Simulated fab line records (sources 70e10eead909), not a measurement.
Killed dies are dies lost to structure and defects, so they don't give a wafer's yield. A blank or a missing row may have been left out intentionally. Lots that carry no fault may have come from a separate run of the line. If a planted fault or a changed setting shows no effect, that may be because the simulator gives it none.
fab line records | flow nandHarc
[record] lots = 24 wafers = 72 lastDay = 34
route steps=1302 shown P_STI@88 P_GATE@132
lots that met no fault: from a run of the same line without faults
startH: the number of hours between the record's first day and the start of the first shown wafer of the lot | waitH: hours elapsed since this lot's preceding step | " as in the row above | L1.1+2: several wafers, shown together as one row | - either no value or no given start | * or withheld: withheld | < > ~ a bound
route shown NAME@n: NAME is a module with steps in the file, n the number in the route of the first one | usual: average and standard deviation across the fault-free wafers | same: alike in all rows | chamber/n: place in a boat | sites: readings site by site | _std_site: the standard deviation of these | _edge_site: outer sites' mean less inner sites' | radiusMm: for every site, how far away it sits from the centre of the wafer | mask NAME#n: copy n | behind: the tool/chamber that last shaped the wafer | hold: why the lot went on hold/how many hours it stayed there/how the hold came to an end | device: transistor that didn't switch, given as n, p or np | end of line: at the end of the route, the tests of the same wafers | for a step that has no rows: nothing shown but its recipe | killed: dies that structure and defects cost at the first sort, which is not the same as the wafer's yield | map: per-die view of a wafer (x killed, . not killed, _ where there is no die)
set.NAME: the run value of the setting; set.NAME@STEP: its run value at that earlier step | model.NAME: the simulator's own value behind a step, which no gauge read
the route's steps for a sample of lots (tables are steps, rows are wafers)
services: the hour from which a tool's chamber was out of use, counted from the record's first day as startH (under 0 if before that day), plus the number of hours and why
[[steps]]
[step NHARC_P_STI_ETCH_42]
[recipe] targetDepthA = 800 overetchA = 240 timeS = 61 ionEnergyEv = 200 n2FlowSccm = 150 h2FlowSccm = 150 arFlowSccm = 0 rfW = 400 biasW = 150 chemistry = N2/H2
[usual] drypumpMotorCurrentA = 5.8/0.43 oesProductAu = 1.001/0.0096 rfVppV = 430.0/3 showerheadPlenumPTorr = 2.02/0.1 throttleValvePct = 14.171/0.0093
// columns lot.wafer tool chamber startH waitH drypumpMotorCurrentA oesProductAu rfHoursCounterH rfVppV showerheadPlenumPTorr throttleValvePct
L074.4 rieDiel-03 1 51.28 0.1 5.0 1.014 7 428.2 1.99 14.174
L074.2 " 0 " " 6.0 0.997 7 433.3 2.14 14.175
L074.5 " 1 " " 5.0 1.004 - 430.0 1.99 14.168
L075.3 rieDiel-03 2 56.42 0.1 5.2 0.999 7 434.3 2.18 14.174
L075.2 " 3 " " 5.4 0.996 6 431.8 2.12 14.168
L075.6 " 1 " " 5.0 1.007 - 427.9 1.99 14.170
L076.1 rieDiel-06 0 65.84 0.1 5.9 1.013 2 432.9 2.08 14.182
L076.2 " 1 " " 5.7 0.997 12 432.9 2.14 14.186
L076.3 " 2 " " 6.7 1.019 12 427.0 1.95 14.178
L077.1 rieDiel-06 2 75.25 0.1 6.7 1.008 13 426.3 1.95 14.163
L077.5 " 1 " " 5.7 1.004 - 433.4 2.14 14.176
L077.4 " 2 " " 6.7 1.021 - 428.3 1.95 14.166
L078.2 rieDiel-03 1 85.69 0.1 5.0 0.998 9 428.5 1.99 14.162
L078.4 " 2 " " 5.2 0.992 - 433.2 2.18 14.174
L078.6 " 1 " " 5.0 0.991 - 428.9 1.99 14.172
L079.2 rieDiel-03 3 96.17 0.1 5.4 1.000 8 432.6 2.12 14.164
L079.4 " 0 " " 5.9 0.995 10 432.6 2.13 14.172
L079.1 " 1 " " 5.0 0.995 10 428.5 1.99 14.183
L080.2 rieDiel-08 1 105.68 0.1 6.1 1.012 4 426.8 1.90 14.174
L080.1 " 0 " " 6.0 1.000 4 426.2 1.91 14.168
L080.6 " 1 " " 6.1 1.011 - 425.4 1.90 14.162
L081.1 rieDiel-03 0 114.27 0.1 6.0 1.001 0 434.5 2.13 14.182
L081.3 " 2 " " 5.2 1.010 0 434.3 2.18 14.182
L081.4 " 3 " " 5.4 1.005 0 432.1 2.12 14.168
L082.4 rieDiel-08 0 124.45 0.1 6.0 0.996 5 427.4 1.91 14.152
L082.5 " 0 " " 6.0 0.995 - 427.1 1.91 14.153
L082.6 " 1 " " 6.1 1.011 - 427.0 1.90 14.179
L083.3 rieDiel-08 2 133.64 0.1 5.4 1.012 5 430.8 2.06 14.165
L083.5 " 2 " " 5.4 1.008 - 431.7 2.06 14.185
L083.6 " 3 " " 5.9 0.997 - 426.8 1.91 14.188
L084.2 rieDiel-06 1 143.72 0.1 5.7 1.000 0 433.0 2.14 14.168
L084.6 " 2 " " 6.7 0.977 - 426.9 1.95 14.138
L084.5 " 3 " " 5.9 1.011 - 431.5 2.02 14.173
L085.3 rieDiel-06 0 152.51 0.1 5.9 0.987 1 431.7 2.08 14.163
L085.4 " 0 " " 5.9 0.997 - 431.1 2.08 14.169
L085.5 " 1 " " 5.7 1.001 - 433.3 2.14 14.170
L086.3 rieDiel-08 3 162.52 0.1 5.9 1.008 6 425.9 1.91 14.179
L086.1 " 0 " " 6.0 0.998 6 427.2 1.91 14.178
L086.6 " 2 " " 5.4 0.998 - 431.6 2.06 14.154
L087.3 rieDiel-08 1 176.74 0.1 6.2 1.017 7 426.2 1.89 14.161
L087.1 " 0 " " 6.0 0.993 7 427.2 1.90 14.174
L087.5 " 1 " " 6.2 1.014 - 426.7 1.89 14.173
L088.1 rieDiel-03 0 184.98 0.1 5.9 1.002 6 432.8 2.13 14.177
L088.3 " 1 " " 5.0 1.014 6 427.9 1.99 14.170
L088.4 " 2 " " 5.2 1.006 6 435.8 2.17 14.180
L089.2 rieDiel-03 0 195.37 0.1 5.9 0.994 7 432.4 2.13 14.177
L089.3 " 3 " " 5.4 0.988 7 432.6 2.12 14.174
L089.4 " 0 " " 5.9 1.001 - 431.7 2.13 14.167
L090.2 rieDiel-08 0 207.14 0.1 6.0 0.988 0 426.9 1.90 14.168
L090.1 " 2 " " 5.4 0.992 0 430.0 2.06 14.170
L090.6 " 0 " " 6.0 0.997 - 427.5 1.90 14.178
L091.4 rieDiel-06 3 218.10 0.1 5.9 1.005 4 430.7 2.02 14.187
L091.2 " 2 " " 6.7 0.994 6 427.0 1.94 14.164
L091.5 " 3 " " 5.9 0.998 - 428.0 2.01 14.187
L092.1 rieDiel-08 0 227.07 0.1 6.0 0.982 2 426.9 1.90 14.166
L092.2 " 1 " " 6.1 1.021 2 426.6 1.89 14.167
L092.4 " 3 " " 5.9 1.004 1 426.4 1.91 14.181
L093.3 rieDiel-08 0 238.01 0.1 5.9 0.986 2 426.8 1.90 14.159
L093.5 " 1 " " 6.1 1.015 - 426.7 1.89 14.174
L093.4 " 0 " " 6.0 0.994 - 426.2 1.90 14.168
L094.1 rieDiel-06 1 245.29 0.1 5.7 1.007 10 435.0 2.14 14.165
L094.3 " 2 " " 6.7 0.984 9 429.6 1.94 14.182
L094.4 " 3 " " 5.9 1.009 6 429.1 2.01 14.187
L095.4 rieDiel-08 3 253.37 0.1 5.9 0.995 2 426.7 1.91 14.169
L095.5 " 0 " " 6.0 1.005 - 426.2 1.90 14.183
L095.6 " 1 " " 6.1 1.011 - 426.4 1.89 14.177
L096.2 rieDiel-08 2 267.29 0.1 5.4 0.993 3 432.3 2.06 14.158
L096.1 " 3 " " 5.9 1.007 3 425.8 1.91 14.190
L096.5 " 3 " " 5.9 0.998 - 427.5 1.91 14.176
L097.2 rieDiel-03 0 274.74 0.1 5.9 1.007 11 434.4 2.13 14.172
L097.4 " 0 " " 6.0 1.009 - 432.9 2.13 14.167
L097.6 " 2 " " 5.2 1.000 - 434.8 2.17 14.155
[step NHARC_P_GATE_DEP_103]
[recipe] targetThkA = 300 targetThkNm = 30 tempC = 400 flowSccm = 200 rfW = 350 material = SiON
[usual] heaterPowerW = 776/90 susceptorTempC = 399.99/0.23
// columns lot.wafer tool chamber startH waitH heaterPowerW susceptorTempC
L075.2 pecvd-02 0 104.88 0.4 674 400.09
L075.3 " 1 " " 759 400.11
L075.6 " 0 " " 676 400.27
L074.2 pecvd-02 0 105.52 0.5 798 399.53
L074.4 " 0 " " 789 399.71
L074.5 " 2 " " 747 399.86
L076.3 pecvd-02 1 118.42 0.3 845 399.86
L076.2 " 2 " " 658 399.87
L076.1 " 0 " " 756 399.99
L077.1 pecvd-03 1 136.71 0.6 611 399.76
L077.4 " 0 " " 775 399.55
L077.5 " 2 " " 814 400.40
L078.2 pecvd-03 1 139.06 0.5 622 399.97
L078.6 " 1 " " 627 400.02
L078.4 " 0 " " 848 400.25
L079.2 pecvd-04 2 146.22 0.5 776 399.99
L079.1 " 0 " " 835 399.92
L079.4 " 2 " " 769 399.90
L080.1 pecvd-02 1 158.19 0.6 820 400.10
L080.2 " 2 " " 620 399.86
L080.6 " 2 " " 639 399.78
L081.3 pecvd-03 2 162.65 0.3 738 399.90
L081.1 " 0 " " 791 399.78
L081.4 " 2 " " 721 399.80
L082.5 pecvd-04 0 175.89 0.2 892 400.36
L082.4 " 1 " " 656 400.48
L082.6 " 2 " " 857 400.01
L083.3 pecvd-02 0 180.92 0.6 807 400.10
L083.6 " 1 " " 749 400.02
L083.5 " 0 " " 806 400.19
L084.2 pecvd-04 2 195.62 0.5 853 399.64
L084.6 " 2 " " 849 400.09
L084.5 " 0 " " 914 400.05
L085.3 pecvd-03 2 203.31 0.8 818 399.85
L085.5 " 1 " " 635 399.69
L085.4 " 0 " " 915 400.09
L086.1 pecvd-02 2 225.77 0.6 715 399.90
L086.3 " 0 " " 787 399.56
L086.6 " 0 " " 791 399.77
L088.1 pecvd-04 1 242.06 0.6 650 400.09
L088.3 " 1 " " 637 400.32
L088.4 " 2 " " 829 400.13
L087.1 pecvd-03 0 242.08 0.6 849 400.13
L087.3 " 1 " " 610 399.55
L087.5 " 0 " " 874 399.99
L089.2 pecvd-02 1 249.88 0.5 804 399.70
L089.3 " 2 " " 607 400.08
L089.4 " 0 " " 757 400.12
L090.1 pecvd-04 0 263.49 0.6 902 400.05
L090.2 " 1 " " 754 399.85
L090.6 " 1 " " 773 399.84
L091.2 pecvd-02 0 277.44 0.4 714 400.01
L091.5 " 1 " " 818 399.91
L091.4 " 2 " " 710 399.66
L092.1 pecvd-04 1 285.76 0.6 733 399.93
L092.2 " 2 " " 898 399.53
L092.4 " 1 " " 750 400.19
L093.3 pecvd-03 0 291.90 0.4 932 400.48
L093.4 " 1 " " 655 400.05
L093.5 " 1 " " 666 399.82
L094.1 pecvd-04 1 296.22 0.6 789 400.45
L094.3 " 2 " " 754 399.77
L094.4 " 0 " " 900 399.73
L095.5 pecvd-03 0 307.87 0.2 805 400.13
L095.6 " 1 " " 582 400.25
L095.4 " 2 " " 733 399.95
L096.1 pecvd-04 2 317.30 0.6 750 400.04
L096.2 " 0 " " 989 400.21
L096.5 " 2 " " 767 399.79
L097.2 pecvd-04 1 322.15 0.5 841 400.16
L097.4 " 1 " " 849 400.26
L097.6 " 2 " " 751 400.00
[step NHARC_P_GATE_HM_OPEN_105]
[recipe] targetDepthA = 3600 o2FlowSccm = 400 cosFlowSccm = 20 arFlowSccm = 0 rfW = 500 biasW = 300 chemistry = O2/COS
[usual] drypumpMotorCurrentA = 5.9/0.47 oesProductAu = 1.000/0.013 rfVppV = 467/3.1 showerheadPlenumPTorr = 3.09/0.14 throttleValvePct = 28.330/0.0086
// columns lot.wafer tool chamber startH waitH drypumpMotorCurrentA oesProductAu rfHoursCounterH rfVppV showerheadPlenumPTorr throttleValvePct
L075.3 rieDiel-01 0 - - 5.7 1.000 2.4 470 3.27 28.330
L075.2 " 1 " " 6.4 1.000 2.7 467 3.21 28.329
L075.6 " 2 " " 6.6 0.987 - 466 3.10 28.327
L074.2 rieDiel-01 0 - - 5.7 1.009 2.5 470 3.27 28.317
L074.4 " 1 " " 6.4 1.022 2.7 468 3.21 28.319
L074.5 " 3 " " 5.3 1.008 - 472 3.27 28.331
L076.3 rieDiel-10 0 - - 5.8 1.015 1.8 462 2.92 28.332
L076.1 " 1 " " 6.1 0.988 2.9 468 3.19 28.323
L076.2 " 2 " " 5.9 1.001 1.7 465 3.02 28.320
L077.4 rieDiel-10 2 - - 5.9 0.994 2.5 465 3.02 28.337
L077.1 " 3 " " 5.7 0.997 3.4 472 3.23 28.336
L077.5 " 0 " " 5.8 1.015 - 463 2.92 28.314
L078.4 rieDiel-10 0 - - 5.8 1.025 3.4 463 2.92 28.348
L078.2 " 2 " " 5.9 0.983 3.2 463 3.02 28.324
L078.6 " 3 " " 5.7 0.983 - 472 3.23 28.331
L079.1 rieDiel-01 2 - - 6.7 0.994 3.7 468 3.10 28.321
L079.2 " 1 " " 6.4 1.018 4.1 469 3.21 28.321
L079.4 " 0 " " 5.7 1.007 - 469 3.27 28.314
L080.2 rieDiel-13 3 - - 6.5 1.016 9.3 464 2.93 28.318
L080.1 " 0 " " 5.0 0.993 9.1 463 2.97 28.330
L080.6 " 0 " " 5.0 1.001 - 464 2.97 28.327
L081.1 rieDiel-10 2 - - 5.9 0.979 5.0 465 3.02 28.346
L081.3 " 3 " " 5.7 0.979 5.8 469 3.23 28.350
L081.4 " 0 " " 5.8 1.010 5.2 464 2.92 28.337
L082.4 rieDiel-13 2 - - 6.3 1.006 0.0 465 2.94 28.316
L082.5 " 3 " " 6.5 0.995 - 463 2.93 28.328
L082.6 " 0 " " 5.0 1.005 - 465 2.97 28.330
L083.3 rieDiel-10 0 - - 5.8 1.027 5.7 462 2.92 28.330
L083.6 " 1 " " 6.2 0.985 - 469 3.19 28.325
L083.5 " 2 " " 5.9 0.984 - 465 3.02 28.340
L084.2 rieDiel-13 1 - - 5.8 1.000 0.8 464 2.95 28.325
L084.6 " 3 " " 6.5 0.980 - 464 2.93 28.322
L084.5 " 0 " " 5.0 1.005 - 465 2.97 28.334
L085.4 rieDiel-10 3 - - 5.7 0.990 6.8 469 3.23 28.341
L085.3 " 0 " " 5.8 1.026 6.1 464 2.92 28.322
L085.5 " 2 " " 5.8 0.992 - 466 3.02 28.333
L086.3 rieDiel-13 1 - - 5.8 1.003 2.8 462 2.95 28.340
L086.1 " 0 " " 5.0 1.006 2.9 463 2.97 28.328
L086.6 " 1 " " 5.8 0.998 - 464 2.95 28.318
L087.1 rieDiel-01 0 - - 5.7 1.004 3.0 470 3.27 28.317
L087.3 " 3 " " 5.3 0.991 2.7 469 3.27 28.319
L087.5 " 0 " " 5.7 1.015 - 471 3.27 28.322
L088.1 rieDiel-13 1 - - 5.8 0.997 3.6 464 2.94 28.337
L088.4 " 2 " " 6.3 1.001 5.0 464 2.93 28.330
L088.3 " 3 " " 6.5 0.986 4.4 463 2.93 28.334
L089.2 rieDiel-01 0 - - 5.7 1.015 3.3 469 3.27 28.331
L089.4 " 2 " " 6.6 1.013 2.9 467 3.10 28.340
L089.3 " 3 " " 5.3 0.994 3.0 470 3.27 28.333
L090.1 rieDiel-01 3 - - 5.3 0.991 3.1 470 3.27 28.325
L090.2 " 0 " " 5.7 1.015 3.5 472 3.27 28.349
L090.6 " 0 " " 5.7 1.005 - 472 3.27 28.333
L091.2 rieDiel-01 1 - - 6.4 1.007 4.2 470 3.21 28.335
L091.4 " 3 " " 5.3 1.006 4.3 471 3.27 28.329
L091.5 " 1 " " 6.5 1.007 - 471 3.21 28.325
L092.4 rieDiel-10 1 - - 6.2 0.991 1.0 468 3.18 28.318
L092.1 " 2 " " 5.9 1.003 1.1 465 3.02 28.334
L092.2 " 3 " " 5.7 1.009 0.8 469 3.23 28.332
L093.3 rieDiel-10 0 - - 5.8 1.007 1.4 463 2.91 28.330
L093.4 " 2 " " 5.9 0.995 2.0 465 3.02 28.334
L093.5 " 0 " " 5.8 1.006 - 463 2.91 28.344
L094.1 rieDiel-01 2 - - 6.6 1.027 4.8 465 3.10 28.317
L094.4 " 3 " " 5.3 0.991 5.0 471 3.27 28.352
L094.3 " 1 " " 6.4 1.015 4.7 470 3.21 28.340
L095.4 rieDiel-13 1 - - 5.8 1.013 8.1 465 2.94 28.322
L095.6 " 1 " " 5.8 1.020 - 463 2.94 28.328
L095.5 " 2 " " 6.3 1.006 - 461 2.93 28.345
L096.1 rieDiel-13 3 - - 6.5 0.977 9.8 463 2.93 28.332
L096.2 " 0 " " 5.0 0.997 9.9 463 2.97 28.331
L096.5 " 2 " " 6.3 0.994 - 463 2.93 28.328
L097.4 rieDiel-01 0 - - 5.7 1.013 6.4 471 3.27 28.328
L097.2 " 1 " " 6.4 1.012 6.2 468 3.21 28.328
L097.6 " 0 " " 5.7 1.021 - 470 3.27 28.346
[step NHARC_P_GATE_STRIP_112]
[recipe] powerW = 1500 tempC = 110 timeS = 200 chemistry = N2/H2
[usual] drypumpMotorCurrentA = 5.7/0.37 heaterPowerW = 87/9.9 tempC = 109.99/0.13
// columns lot.wafer tool chamber startH waitH drypumpMotorCurrentA heaterPowerW rfHoursCounterH tempC
L075.2 plasmaAsher-02 0 119.78 0.2 6.0 80 9 110.23
L075.3 " 1 " " 5.3 81 - 110.13
L075.6 " 1 " " 5.3 76 - 110.16
L074.2 plasmaAsher-01 0 120.43 0.2 5.3 101 28 109.90
L074.4 " 0 " " 5.4 100 - 109.95
L074.5 " 1 " " 6.1 92 - 109.95
L076.2 plasmaAsher-02 1 133.18 0.2 5.3 79 14 110.03
L076.1 " 0 " " 6.0 80 14 109.81
L076.3 " 0 " " 6.0 80 - 110.12
L077.1 plasmaAsher-02 1 151.70 0.2 5.3 78 17 109.95
L077.4 " 0 " " 5.9 79 - 110.19
L077.5 " 1 " " 5.3 79 - 109.99
L078.2 plasmaAsher-01 0 153.94 0.2 5.3 101 35 109.85
L078.4 " 0 " " 5.3 102 - 109.95
L078.6 " 0 " " 5.4 103 - 109.89
L079.1 plasmaAsher-01 0 163.53 0.2 5.3 102 37 110.05
L079.2 " 1 " " 6.1 90 37 110.02
L079.4 " 0 " " 5.3 104 - 110.19
L080.2 plasmaAsher-02 0 173.16 0.2 6.0 78 24 109.81
L080.1 " 1 " " 5.3 78 24 110.01
L080.6 " 1 " " 5.2 79 - 110.11
L081.1 plasmaAsher-01 1 177.43 0.2 6.1 93 1 110.10
L081.3 " 1 " " 6.1 93 - 110.02
L081.4 " 0 " " 5.4 102 - 109.95
L082.4 plasmaAsher-02 0 190.74 0.2 6.0 80 - 109.72
L082.6 " 0 " " 6.0 83 - 109.92
L082.5 " 1 " " 5.2 80 - 109.97
L083.3 plasmaAsher-01 0 195.83 0.2 5.3 104 - 109.91
L083.5 " 0 " " 5.3 104 - 110.02
L083.6 " 1 " " 6.1 92 - 110.07
L084.2 plasmaAsher-02 0 211.17 0.2 6.0 81 31 110.21
L084.6 " 0 " " 6.0 81 - 110.03
L084.5 " 1 " " 5.2 81 - 109.97
L085.3 plasmaAsher-02 1 218.17 0.2 5.3 81 - 110.07
L085.4 " 0 " " 6.0 80 - 110.09
L085.5 " 0 " " 6.0 81 - 110.12
L086.1 plasmaAsher-01 0 240.83 0.2 5.4 104 13 109.99
L086.3 " 0 " " 5.3 106 - 109.89
L086.6 " 1 " " 6.1 94 - 110.00
L087.1 plasmaAsher-01 1 256.83 0.2 6.1 91 17 110.15
L087.3 " 1 " " 6.1 95 - 110.01
L087.5 " 0 " " 5.3 106 - 109.95
L088.1 plasmaAsher-01 1 257.75 0.2 6.1 93 18 109.66
L088.3 " 0 " " 5.3 107 - 110.16
L088.4 " 1 " " 6.1 90 - 109.70
L089.2 plasmaAsher-01 0 265.06 0.2 5.3 103 20 110.11
L089.3 " 1 " " 6.1 92 - 110.00
L089.4 " 0 " " 5.4 104 - 110.14
L090.2 plasmaAsher-02 1 278.31 0.2 5.2 78 3 109.99
L090.1 " 0 " " 5.9 82 3 110.08
L090.6 " 0 " " 6.0 83 - 109.92
L091.2 plasmaAsher-02 0 292.12 0.2 6.0 82 6 110.03
L091.4 " 1 " " 5.3 76 - 109.84
L091.5 " 0 " " 5.9 82 - 109.98
L092.2 plasmaAsher-02 0 300.58 0.2 6.0 83 8 110.19
L092.1 " 1 " " 5.3 77 8 109.86
L092.4 " 1 " " 5.3 76 - 109.69
L093.4 plasmaAsher-02 1 307.20 0.2 5.3 77 - 110.19
L093.3 " 0 " " 6.0 83 - 109.84
L093.5 " 0 " " 6.0 82 - 109.92
L094.1 plasmaAsher-02 0 310.91 0.2 6.0 82 11 109.86
L094.4 " 1 " " 5.2 77 - 109.88
L094.3 " 0 " " 6.0 83 - 109.96
L095.4 plasmaAsher-02 1 322.67 0.2 5.3 77 - 109.77
L095.5 " 0 " " 6.0 83 - 110.27
L095.6 " 1 " " 5.3 76 - 110.07
L096.1 plasmaAsher-02 1 332.07 0.3 5.3 78 15 110.28
L096.2 " 0 " " 6.0 83 15 109.75
L096.5 " 1 " " 5.3 79 - 109.97
L097.2 plasmaAsher-01 1 337.14 0.2 6.1 93 33 109.89
L097.4 " 0 " " 5.4 104 - 109.96
L097.6 " 0 " " 5.4 103 - 109.89
[step NHARC_P_GATE_STRIP_95]
[recipe] powerW = 1500 tempC = 250 chemistry = O2
[usual] drypumpMotorCurrentA = 5.7/0.37 heaterPowerW = 331/38 tempC = 250.02/0.16
// columns lot.wafer tool chamber startH waitH drypumpMotorCurrentA heaterPowerW rfHoursCounterH tempC
L075.2 plasmaAsher-02 0 122.09 0.6 6.0 305 11 250.12
L075.3 " 1 " " 5.3 298 - 250.04
L075.6 " 1 " " 5.3 293 - 250.34
L074.2 plasmaAsher-01 0 122.96 0.5 5.4 370 30 249.87
L074.4 " 0 " " 5.4 381 - 249.84
L074.5 " 1 " " 6.1 349 - 249.79
L076.2 plasmaAsher-02 1 135.64 0.6 5.2 298 15 249.62
L076.1 " 0 " " 6.0 300 15 250.10
L076.3 " 0 " " 6.0 305 - 250.14
L077.1 plasmaAsher-02 1 154.27 0.5 5.3 290 18 250.02
L077.4 " 0 " " 5.9 304 - 249.57
L077.5 " 0 " " 5.9 309 - 250.04
L078.2 plasmaAsher-02 0 156.40 0.6 5.9 305 19 250.08
L078.4 " 1 " " 5.3 290 - 250.10
L078.6 " 0 " " 5.9 296 - 249.99
L079.1 plasmaAsher-02 0 165.86 0.6 6.0 299 21 249.80
L079.2 " 1 " " 5.3 291 21 249.93
L079.4 " 0 " " 6.0 303 - 249.93
L080.1 plasmaAsher-01 0 175.61 0.6 5.4 392 1 249.93
L080.2 " 1 " " 6.1 345 1 249.89
L080.6 " 0 " " 5.4 386 - 250.03
L081.1 plasmaAsher-01 1 179.76 0.5 6.1 348 3 250.36
L081.3 " 0 " " 5.3 396 - 250.26
L081.4 " 1 " " 6.1 345 - 250.21
L082.4 plasmaAsher-01 1 192.97 0.4 6.1 352 - 250.23
L082.6 " 1 " " 6.1 349 - 250.33
L082.5 " 0 " " 5.3 387 - 250.07
L083.3 plasmaAsher-02 0 198.21 0.4 6.0 300 - 249.92
L083.6 " 0 " " 6.0 305 - 249.83
L083.5 " 1 " " 5.3 290 - 250.02
L084.2 plasmaAsher-02 0 213.46 0.6 6.0 302 33 250.03
L084.5 " 0 " " 5.9 301 - 249.86
L084.6 " 1 " " 5.2 295 - 249.99
L085.3 plasmaAsher-01 0 220.40 0.4 5.4 397 - 250.14
L085.4 " 1 " " 6.1 344 - 250.30
L085.5 " 1 " " 6.1 345 - 250.11
L086.1 plasmaAsher-02 1 243.27 0.5 5.2 292 38 249.88
L086.3 " 0 " " 6.0 299 - 250.03
L086.6 " 1 " " 5.3 293 - 249.69
L087.1 plasmaAsher-01 1 259.31 0.5 6.1 346 19 250.09
L087.3 " 0 " " 5.4 383 - 249.95
L087.5 " 1 " " 6.1 351 - 250.02
L088.1 plasmaAsher-02 0 260.15 0.5 6.0 310 1 250.00
L088.4 " 1 " " 5.3 292 - 250.01
L088.3 " 0 " " 6.0 317 - 250.13
L089.2 plasmaAsher-01 1 271.43 0.5 6.1 340 21 250.03
L089.4 " 0 " " 5.4 397 - 249.77
L089.3 " 1 " " 6.1 340 - 250.13
L090.1 plasmaAsher-02 0 280.75 0.6 6.0 309 4 250.45
L090.2 " 1 " " 5.3 291 4 250.02
L090.6 " 1 " " 5.3 287 - 249.85
L091.2 plasmaAsher-02 1 294.39 0.5 5.3 293 8 250.06
L091.4 " 0 " " 6.0 305 - 250.06
L091.5 " 0 " " 5.9 315 - 250.07
L092.2 plasmaAsher-02 1 302.90 0.6 5.3 287 9 250.13
L092.1 " 0 " " 6.0 309 9 249.98
L092.4 " 1 " " 5.3 292 - 250.17
L093.3 plasmaAsher-01 0 309.56 0.4 5.3 384 - 249.92
L093.4 " 1 " " 6.1 352 - 249.93
L093.5 " 1 " " 6.1 353 - 249.78
L094.1 plasmaAsher-01 1 313.31 0.5 6.1 337 27 249.87
L094.4 " 0 " " 5.3 396 - 249.83
L094.3 " 1 " " 6.1 357 - 249.92
L095.4 plasmaAsher-01 1 325.01 0.4 6.1 358 - 250.24
L095.5 " 1 " " 6.1 349 - 250.29
L095.6 " 0 " " 5.3 392 - 249.98
L096.2 plasmaAsher-01 1 334.43 0.6 6.1 353 32 250.00
L096.1 " 0 " " 5.3 390 32 249.97
L096.5 " 1 " " 6.1 339 - 249.98
L097.2 plasmaAsher-02 1 339.39 0.6 5.3 292 18 250.17
L097.4 " 0 " " 6.0 305 - 250.11
L097.6 " 0 " " 6.0 302 - 249.64
[step NHARC_P_GATE_DEGAS_109]
[recipe] tempC = 300 timeS = 60
[usual] heaterPowerW = 482/43 susceptorTempC = 300.04/0.2
// columns lot.wafer tool chamber startH waitH heaterPowerW susceptorTempC
L075.2 pvdSputter-03 - 122.96 0.1 397 299.93
L075.3 " - " " 465 300.11
L075.6 " - " " 410 300.05
L074.4 pvdSputter-01 - 123.83 0.1 466 300.04
L074.2 " - " " 522 299.98
L074.5 " - " " 522 299.78
L076.2 pvdSputter-03 - 136.52 0.1 417 300.34
L076.3 " - " " 462 300.12
L076.1 " - " " 530 300.17
L077.4 pvdSputter-01 - 155.13 0.1 476 299.60
L077.1 " - " " 520 300.01
L077.5 " - " " 470 299.51
L078.2 pvdSputter-03 - 157.28 0.1 413 300.26
L078.4 " - " " 460 300.19
L078.6 " - " " 543 299.83
L079.4 pvdSputter-01 - 166.72 0.1 515 300.15
L079.2 " - " " 530 300.24
L079.1 " - " " 406 299.75
L080.1 pvdSputter-02 - 176.48 0.1 473 300.25
L080.2 " - " " 469 299.82
L080.6 " - " " 440 300.34
L081.1 pvdSputter-02 - 180.62 0.1 446 300.08
L081.3 " - " " 468 300.11
L081.4 " - " " 534 299.96
L082.4 pvdSputter-02 - 193.83 0.1 437 300.29
L082.5 " - " " 487 300.18
L082.6 " - " " 546 300.19
L083.3 pvdSputter-02 - 199.21 0.1 442 299.94
L083.5 " - " " 471 299.81
L083.6 " - " " 449 300.10
L084.2 pvdSputter-01 - 214.35 0.1 394 299.98
L084.5 " - " " 504 300.09
L084.6 " - " " 491 300.10
L085.3 pvdSputter-01 - 221.25 0.1 407 299.96
L085.4 " - " " 509 300.18
L085.5 " - " " 525 299.90
L086.1 pvdSputter-03 - 244.13 0.1 526 299.95
L086.3 " - " " 535 299.91
L086.6 " - " " 515 300.00
L087.3 pvdSputter-01 - 260.23 0.1 532 299.67
L087.1 " - " " 403 299.70
L087.5 " - " " 392 300.00
L088.4 pvdSputter-01 - 261.04 0.1 485 300.20
L088.3 " - " " 520 300.10
L088.1 " - " " 399 299.83
L089.4 pvdSputter-02 - 272.28 0.1 462 300.32
L089.3 " - " " 448 300.14
L089.2 " - " " 486 299.83
L090.2 pvdSputter-02 - 281.62 0.1 538 300.24
L090.1 " - " " 481 300.06
L090.6 " - " " 461 300.38
L091.4 pvdSputter-02 - 295.26 0.1 483 300.24
L091.2 " - " " 519 299.62
L091.5 " - " " 438 300.11
L092.2 pvdSputter-02 - 303.77 0.1 443 300.13
L092.4 " - " " 474 300.18
L092.1 " - " " 492 300.03
L093.3 pvdSputter-03 - 310.42 0.1 460 300.02
L093.4 " - " " 522 300.24
L093.5 " - " " 464 300.32
L094.3 pvdSputter-03 - 314.17 0.1 439 299.92
L094.4 " - " " 519 300.33
L094.1 " - " " 514 300.22
L095.4 pvdSputter-02 - 325.91 0.1 476 299.80
L095.5 " - " " 509 300.06
L095.6 " - " " 492 300.14
L096.2 pvdSputter-03 - 335.36 0.1 507 299.75
L096.1 " - " " 471 300.20
L096.5 " - " " 516 300.21
L097.2 pvdSputter-01 - 340.26 0.1 524 300.09
L097.4 " - " " 498 299.93
L097.6 " - " " 543 300.32
[[services]]
// columns tool chamber startH hours kind
rieDiel-01 2 35.72 5.6 repair
rieDiel-08 3 51.07 4.8 repair
plasmaAsher-02 - 57.35 11.6 repair
plasmaAsher-02 - 72.08 9.0 pm
plasmaAsher-01 - 73.80 4.3 repair
rieDiel-08 2 79.08 4.9 repair
pvdSputter-02 - 82.45 4.3 repair
pecvd-04 - 88.00 13.0 pm
rieDiel-01 1 88.60 1.2 repair
plasmaAsher-01 - 90.19 9.5 repair
pvdSputter-02 - 104.00 10.0 pm
rieDiel-01 3 138.43 21.0 repair
rieDiel-01 2 154.09 8.1 repair
rieDiel-01 2 164.48 16.5 repair
plasmaAsher-01 - 165.00 9.0 pm
rieDiel-08 - 190.86 9.0 pm
plasmaAsher-01 - 210.01 1.6 repair
rieDiel-08 2 237.88 5.5 repair
plasmaAsher-01 - 242.89 1.1 repair
plasmaAsher-02 - 249.08 9.0 pm
rieDiel-08 1 263.68 9.3 repair
rieDiel-08 - 296.39 1.1 repair
plasmaAsher-01 - 299.97 7.9 repair
plasmaAsher-01 - 311.18 0.5 repair
[[key]]
fault none
